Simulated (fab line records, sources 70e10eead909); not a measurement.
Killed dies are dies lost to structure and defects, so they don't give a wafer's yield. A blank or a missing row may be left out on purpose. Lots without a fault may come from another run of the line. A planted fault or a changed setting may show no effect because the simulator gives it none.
Problem report in the 8D (eight disciplines) form, filled by code | flow nand_harc | the parts of the form that need people (team, actions taken, sign-off) are left out

1. THE PROBLEM
exposure_dose_mJ_cm2 at NHARC_A_STAIRCASE_EXPOSE_163 reads a mean of 21.800 on 9 wafers of 3 lots; wafers without a fault read 20.013 with a standard deviation of 0.019. That is +94 standard deviations from the usual mean.
The step: exposes mask STAIR OPEN.
First seen on wafer L570.4, day 22 02:43, on krf_scanner-03. The record holds 36 wafers of 12 lots with a number at this step. Rule for "out", or "out of limits": more than 4 standard deviations from the usual mean. The other wafers with a number count as sound.

2. WHAT IT IS AND WHAT IT IS NOT
question                    | is                     | is not
which readings at this step | exposure_dose_mJ_cm2   | -
which lots                  | L570, L571, L572       | L556, L559, L560, L564, L565, L566, L567, L573, L578
which wafers of those lots  | all that have a number | -
read on which tools         | krf_scanner-03         | krf_scanner-01, krf_scanner-02
when                        | from day 22 02:43      | up to then (21 sound wafers); but 6 sound wafers of L573, L578 came after

3. SUSPECTS, AND WHAT RULES EACH OUT
Counting: a tool at a process step up to the reading stays a suspect if it ran every lot that is out and no sound lot after the first of them.
- krf_scanner-03 at NHARC_A_STAIRCASE_EXPOSE_163 (exposes mask STAIR OPEN): kept. It ran every lot that is out, first L570 (day 22 02:43), and no sound lot after that; its last sound lot up to then is L566 (day 20 11:17). Its own readings are out on those wafers: exposure_dose_mJ_cm2.
Left after counting: krf_scanner-03 at NHARC_A_STAIRCASE_EXPOSE_163.

4. THE CAUSE (what the simulator had put in)
Process parameter drift: krf_scanner-03, from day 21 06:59 on, at NHARC_A_STAIRCASE_EXPOSE_163. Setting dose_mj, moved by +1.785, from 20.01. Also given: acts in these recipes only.
Counting left only this tool.

5. THE CHAIN OF EFFECTS, in route order
Each row: a reading whose mean over the struck wafers that have a number lies more than 3 standard deviations from the usual. Only readings for which the record gives a usual standard deviation are gone through. hours: the time from each lot's start at the first step in this table that gives one to its start at this step, as a median over the lots. sigmas: the change in usual standard deviations.
hours | step                         | reading              | usual  | on struck wafers | change | sigmas
0     | NHARC_A_STAIRCASE_EXPOSE_163 | exposure_dose_mJ_cm2 | 20.013 | 21.800           | +1.787 | +94
The process steps in it:
- NHARC_A_STAIRCASE_EXPOSE_163: exposes mask STAIR OPEN.
Later measuring or inspecting steps at which every struck wafer that the step has a row for has a number for every such reading, and none has moved that far: NHARC_END_SORT_01.

6. WHAT WOULD HAVE CAUGHT IT SOONER
In this record the first reading out of limits was taken at day 22 02:43, 20 hours after the fault began at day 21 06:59.
